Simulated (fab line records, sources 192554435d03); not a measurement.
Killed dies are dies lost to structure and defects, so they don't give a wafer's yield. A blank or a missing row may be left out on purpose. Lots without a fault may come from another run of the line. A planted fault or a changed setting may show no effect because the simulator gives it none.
Chamber matching | flow n5_finfet | N5_BEOL_M5_PRE_CLEAN_77 on cvd_co-02: 3 sister chambers
The step time 15 s. 30 wafers are shown with their chamber, then 12 later ones without.

WAFERS WITH THEIR CHAMBER
wafer  | chamber | heater_power_w (W) | rf_fwd_power_W (W)
L074.1 | 0       | 72                 | 296.3
L074.3 | 2       | 62                 | 295.8
L074.5 | 2       | 62                 | 296.0
L075.2 | 1       | 107                | 297.6
L075.3 | 2       | 62                 | 296.0
L075.6 | 0       | 72                 | 297.2
L079.1 | 0       | 71                 | 295.6
L079.3 | 1       | 107                | 296.1
L079.5 | 0       | 71                 | 295.7
L078.1 | 0       | 71                 | 297.7
L078.4 | 0       | 72                 | 296.9
L078.6 | 2       | 61                 | 296.4
L080.1 | 1       | 109                | 296.8
L080.3 | 0       | 72                 | 294.7
L080.5 | 2       | 63                 | 297.1
L081.2 | 1       | 109                | 295.6
L081.5 | 0       | 73                 | 296.6
L081.6 | 2       | 63                 | 296.4
L084.2 | 1       | 106                | 294.9
L084.4 | 0       | 72                 | 297.0
L084.5 | 1       | 107                | 296.3
L086.2 | 1       | 108                | 295.9
L086.3 | 0       | 73                 | 297.0
L086.4 | 2       | 64                 | 296.2
L087.1 | 2       | 64                 | 296.0
L087.4 | 1       | 108                | 298.9
L087.6 | 0       | 73                 | 296.0
L088.1 | 0       | 71                 | 296.2
L088.2 | 2       | 64                 | 297.9
L088.4 | 1       | 109                | 297.3

SIGNATURES (means of the wafers above)
reading        | chamber 0 | chamber 1 | chamber 2 | scatter within a chamber
heater_power_w | 71.92     | 107.78    | 62.78     | 0.982
rf_fwd_power_W | 296.408   | 296.600   | 296.422   | 0.917
Rule: a wafer's distance from a chamber is the root of the sum, over the readings, of the square of ((its reading less the chamber's mean) divided by the reading's scatter). The wafer belongs to the nearest chamber; if the next one is less than 2 further off, it can't be placed. The scatter: the root of (the sum of the squares of (reading less its chamber's mean) over the shown wafers, divided by (wafers less chambers)).

WAFERS WITHOUT THEIR CHAMBER
wafer  | heater_power_w (W) | rf_fwd_power_W (W)
L091.1 | 72                 | 296.8
L091.3 | 64                 | 297.9
L091.6 | 64                 | 297.0
L094.1 | 64                 | 296.9
L094.2 | 73                 | 295.7
L094.3 | 70                 | 295.8
L097.1 | 102                | 296.8
L097.2 | 72                 | 295.5
L097.5 | 63                 | 295.9
L095.4 | 102                | 295.0
L095.5 | 64                 | 296.8
L095.6 | 71                 | 297.1

WHICH CHAMBER EACH WENT THROUGH
wafer  | from the rows above | in truth
L091.1 | 0                   | 0
L091.3 | 2                   | 2
L091.6 | 2                   | 2
L094.1 | 2                   | 2
L094.2 | 0                   | 0
L094.3 | 0                   | 0
L097.1 | 1                   | 1
L097.2 | 0                   | 0
L097.5 | 2                   | 2
L095.4 | 1                   | 1
L095.5 | 2                   | 2
L095.6 | 0                   | 0
Placed correctly: 12 of 12. Can't be placed from these rows: 0. Placed wrongly: 0.
